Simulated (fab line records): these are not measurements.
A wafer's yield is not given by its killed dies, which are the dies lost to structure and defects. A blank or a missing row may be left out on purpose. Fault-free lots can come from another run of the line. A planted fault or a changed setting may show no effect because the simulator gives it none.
Which tool did it? | flow nand-harc | 33 wafers from 11 lots sampled at 6 of the route's 1159 steps

== WHAT THE GAUGES READ, wafer by wafer ==
NHARC_A_CONTACT_INSPECT_23.
lot  | measured     | on                | raw-defect-count
L605 | day 17 01:57 | defect-inspect-02 | 425 349 446
L604 | day 17 11:13 | defect-inspect-01 | 471 434 660
L606 | day 18 00:11 | defect-inspect-02 | 385 476 400
L610 | day 18 12:41 | defect-inspect-01 | 344 396 350
L613 | day 19 01:04 | defect-inspect-01 | 525 279 511
L615 | day 19 15:26 | defect-inspect-02 | 438 622 541
L614 | day 19 17:02 | defect-inspect-02 | 367 350 429
L623 | day 21 20:19 | defect-inspect-02 | 2546 2475 2540
L626 | day 22 19:13 | defect-inspect-01 | 2669 2627 2550
L624 | day 22 23:31 | defect-inspect-02 | 2742 2688 2625
L627 | day 23 07:19 | defect-inspect-02 | 317 449 501

NHARC_A_BLC_OVL_MEAS_11.
lot  | measured     | on         | overlay-x-nm (nm) | overlay-y-nm (nm)
L605 | day 17 02:34 | overlay-01 | 1.2 0.9 1.4       | -1.5 -1.2 -1.1
L604 | day 17 11:49 | overlay-02 | -0.2 0.0 -0.2     | 0.5 0.9 0.3
L606 | day 18 00:46 | overlay-01 | -1.1 -1.3 -1.2    | -0.2 -0.3 -0.3
L610 | day 18 13:09 | overlay-01 | 0.1 0.5 0.6       | 0.6 1.2 0.8
L613 | day 19 01:39 | overlay-02 | 1.4 1.6 1.2       | 0.9 1.7 1.5
L615 | day 19 15:55 | overlay-01 | 0.9 0.7 1.1       | -1.5 -1.0 -0.7
L614 | day 19 17:31 | overlay-01 | -0.7 0.2 -0.4     | -0.9 -0.3 -0.5
L627 | day 23 07:47 | overlay-02 | -1.2 -1.4 -0.9    | 0.2 -0.5 0.1

NHARC_END_SORT_01.
lot  | measured     | on        | killed-at-array | killed-at-other | killed-at-periphery | killed-dies | killed-open | killed-short
L623 | day 24 01:17 | prober-01 | 673 674 674     | 0 1 0           | 4 2 3               | 677 677 677 | 4 4 4       | 3 1 2
L626 | day 24 18:47 | prober-02 | 669 671 670     | 1 0 0           | 7 6 7               | 677 677 677 | 7 1 2       | 2 5 0
L624 | day 24 19:37 | prober-01 | 671 672 674     | 4 2 0           | 2 3 3               | 677 677 677 | 8 4 6       | 2 1 1

== WHAT TOOL EACH LOT RAN ON (gives the tool, then ch and the chambers of the sampled wafers, and finally the start) ==
lot  | NHARC_A_CONTACT_ETCH_30                       | NHARC_A_CONTACT_ETCH_98                       | NHARC_A_CONTACT_CMP_20
L605 | rie-diel-13 ch 0,1, day 17 01:35 or earlier   | rie-diel-13 ch 0,1,3, day 17 01:35 or earlier | cmp-02 ch 0,1,2, day 17 01:35
L604 | rie-diel-10 ch 0,2, day 17 10:49 or earlier   | rie-diel-13 ch 0,1,3, day 17 10:49 or earlier | cmp-02 ch 0,1, day 17 10:49
L606 | rie-diel-12 ch 2,3, day 17 23:50 or earlier   | rie-diel-10 ch 0,1,3, day 17 23:50 or earlier | cmp-04 ch 0,2,3, day 17 23:50
L610 | rie-diel-12 ch 0,1,2, day 18 12:16 or earlier | rie-diel-12 ch 0,1,3, day 18 12:16 or earlier | cmp-03 ch 0,1, day 18 12:16
L613 | rie-diel-13 ch 0,1,2, day 18 18:45            | rie-diel-10 ch 0,1,3, day 19 00:39 or earlier | cmp-03 ch 0,1,3, day 19 00:39
L615 | rie-diel-12 ch 0,2,3, day 19 15:05 or earlier | rie-diel-12 ch 0,1,3, day 19 15:05 or earlier | cmp-03 ch 1,2,3, day 19 15:05
L614 | rie-diel-10 ch 0,1,3, day 19 16:40 or earlier | rie-diel-12 ch 1,2,3, day 19 16:40 or earlier | cmp-02 ch 1,2,3, day 19 16:40
L623 | rie-diel-12 ch 0,1, day 21 19:54 or earlier   | rie-diel-10 ch 1,2,3, day 21 19:54 or earlier | cmp-03 ch 0,1, day 21 19:54
L626 | rie-diel-12 ch 0,1,2, day 22 18:50 or earlier | rie-diel-12 ch 1,2,3, day 22 18:50 or earlier | cmp-04 ch 0,1,3, day 22 18:50
L624 | rie-diel-10 ch 0,1,2, day 22 23:07 or earlier | rie-diel-12 ch 0,1,2, day 22 23:07 or earlier | cmp-04 ch 0,1,3, day 22 23:07
L627 | rie-diel-12 ch 0,1,3, day 23 06:55 or earlier | rie-diel-12 ch 0,1, day 23 06:55 or earlier   | cmp-03 ch 0,1,3, day 23 06:55
- NHARC_A_CONTACT_ETCH_30: etches the open film in CF4/CHF3, target depth 60.5 nm, time 30.2 s.
- NHARC_A_CONTACT_ETCH_98: etches the open film in C4F6/O2, target depth 20 nm, time 10 s.
- NHARC_A_CONTACT_CMP_20: polishes, t overpolish 30 s, target thk 300 nm.

== AS READ BY THE TOOLS THEMSELVES (means over the sampled wafers that have a number; for cases with no such wafer, the mark the record gives instead) ==
NHARC_A_CONTACT_ETCH_30.
lot  | tool        | drypump-motor-current-A (A) | oes-product-au (a.u.) | rf-fwd-power-W (W) | rf-vpp-V (V) | showerhead-plenum-p-Torr (Torr) | throttle-valve-pct (%)
L605 | rie-diel-13 | 5.4                         | 0.940                 | 494.0              | 373.1        | 1.63                            | 16.803
L604 | rie-diel-10 | 5.8                         | 0.936                 | 493.9              | 370.2        | 1.56                            | 16.792
L606 | rie-diel-12 | 5.8                         | 0.933                 | 489.8              | 371.0        | 1.55                            | 16.808
L610 | rie-diel-12 | 5.5                         | 0.931                 | 489.9              | 369.5        | 1.55                            | 16.808
L613 | rie-diel-13 | 5.4                         | 0.935                 | 492.4              | 372.5        | 1.61                            | 16.799
L615 | rie-diel-12 | 5.7                         | 0.919                 | 490.7              | 371.1        | 1.58                            | 16.805
L614 | rie-diel-10 | 6.2                         | 0.930                 | 492.2              | 373.4        | 1.65                            | 16.797
L623 | rie-diel-12 | 5.4                         | 0.959                 | 490.4              | 371.3        | 1.58                            | 16.801
L626 | rie-diel-12 | 5.5                         | 0.963                 | 490.1              | 370.1        | 1.54                            | 16.802
L624 | rie-diel-10 | 6.1                         | 0.922                 | 494.4              | 370.9        | 1.61                            | 16.801
L627 | rie-diel-12 | 5.5                         | 0.955                 | 490.4              | 371.1        | 1.57                            | 16.808

NHARC_A_CONTACT_ETCH_98.
lot  | tool        | drypump-motor-current-A (A) | o2-flow-sccm (sccm) | oes-product-au (a.u.) | rf-fwd-power-W (W) | rf-vpp-V (V) | showerhead-plenum-p-Torr (Torr) | throttle-valve-pct (%)
L605 | rie-diel-13 | 5.3                         | 19.98               | 0.978                 | 586.9              | 546          | 3.90                            | 26.900
L604 | rie-diel-13 | 5.3                         | 20.01               | 1.012                 | 585.0              | 547          | 3.90                            | 26.902
L606 | rie-diel-10 | 6.2                         | 20.03               | 0.986                 | 586.5              | 551          | 4.11                            | 26.899
L610 | rie-diel-12 | 5.6                         | 19.97               | 0.956                 | 585.0              | 547          | 3.92                            | 26.900
L613 | rie-diel-10 | 6.2                         | 19.92               | 1.010                 | 587.3              | 550          | 4.10                            | 26.895
L615 | rie-diel-12 | 5.6                         | 20.00               | 0.946                 | 586.5              | 547          | 3.92                            | 26.906
L614 | rie-diel-12 | 5.7                         | 20.07               | 0.940                 | 583.9              | 545          | 3.85                            | 26.904
L623 | rie-diel-10 | 6.0                         | 20.01               | 0.949                 | 586.6              | 548          | 3.98                            | 26.904
L626 | rie-diel-12 | 5.7                         | 20.02               | 0.955                 | 583.9              | 546          | 3.84                            | 26.906
L624 | rie-diel-12 | 5.5                         | 20.02               | 0.964                 | 585.2              | 545          | 3.85                            | 26.905
L627 | rie-diel-12 | 5.4                         | 20.04               | 0.956                 | 586.9              | 547          | 3.92                            | 26.901

NHARC_A_CONTACT_CMP_20.
lot  | tool   | edge-zone-pressure-frac | motor-current-A (A) | overpolish-run-s (s) | time-to-endpoint-s (s)
L605 | cmp-02 | 0.995                   | 10.5                | 30.005               | 56
L604 | cmp-02 | 0.995                   | 11.0                | 30.002               | 53
L606 | cmp-04 | 1.004                   | 10.9                | 29.995               | 59
L610 | cmp-03 | 0.998                   | 12.0                | 30.002               | 62
L613 | cmp-03 | 1.002                   | 11.1                | 30.007               | 59
L615 | cmp-03 | 1.004                   | 11.0                | 30.001               | 60
L614 | cmp-02 | 1.003                   | 10.9                | 29.997               | 62
L623 | cmp-03 | -                       | -                   | -                    | -
L626 | cmp-04 | -                       | -                   | -                    | -
L624 | cmp-04 | -                       | -                   | -                    | -
L627 | cmp-03 | 0.999                   | 11.4                | 29.996               | 63

== THE ANSWER, worked out from the rows above alone ==
Rule: the lots themselves supply what counts as usual. Put in order of their means at a reading, lots are off if they are a third of the lots or fewer, leave a main group of 4 or more, and stand apart from it by a gap of 3 or more times the standard deviation of the main group's means; of several such gaps the widest counts. Not used: any main group whose means are identical at the precision the tables above print for the reading. Also off: a lot with no number at a reading for which 4 or more lots have one. The other lots that the step has rows for count as sound. Order of review: gauges by route order, followed by the tools' own readings, for which a lot's mean as printed above is used. The first step at which some lot is off is used, and at that step the reading that is off furthest; a lot without a number counts as furthest.
Off, at NHARC_A_CONTACT_INSPECT_23 on raw-defect-count: L623, L626, L624. For the main group the mean is 436 and the standard deviation 57.
A tool fits if, at a process step before that reading, it ran every lot that is off, and no sound lot after the first of them. The gauges at NHARC_A_CONTACT_INSPECT_23 aren't tried: what is off there is off at NHARC_A_CONTACT_CMP_20 too, on other tools, and a gauge's error can't cause that. NHARC_A_CONTACT_ETCH_30 gives no start for some lots, so the hours and the order of its lots are those of NHARC_A_CONTACT_CMP_20. NHARC_A_CONTACT_ETCH_98 gives no start for some lots, so the hours and the order of its lots are those of NHARC_A_CONTACT_CMP_20. Not one of the candidates tried fits.

== WHAT WAS PUT IN BY THE SIMULATOR ==
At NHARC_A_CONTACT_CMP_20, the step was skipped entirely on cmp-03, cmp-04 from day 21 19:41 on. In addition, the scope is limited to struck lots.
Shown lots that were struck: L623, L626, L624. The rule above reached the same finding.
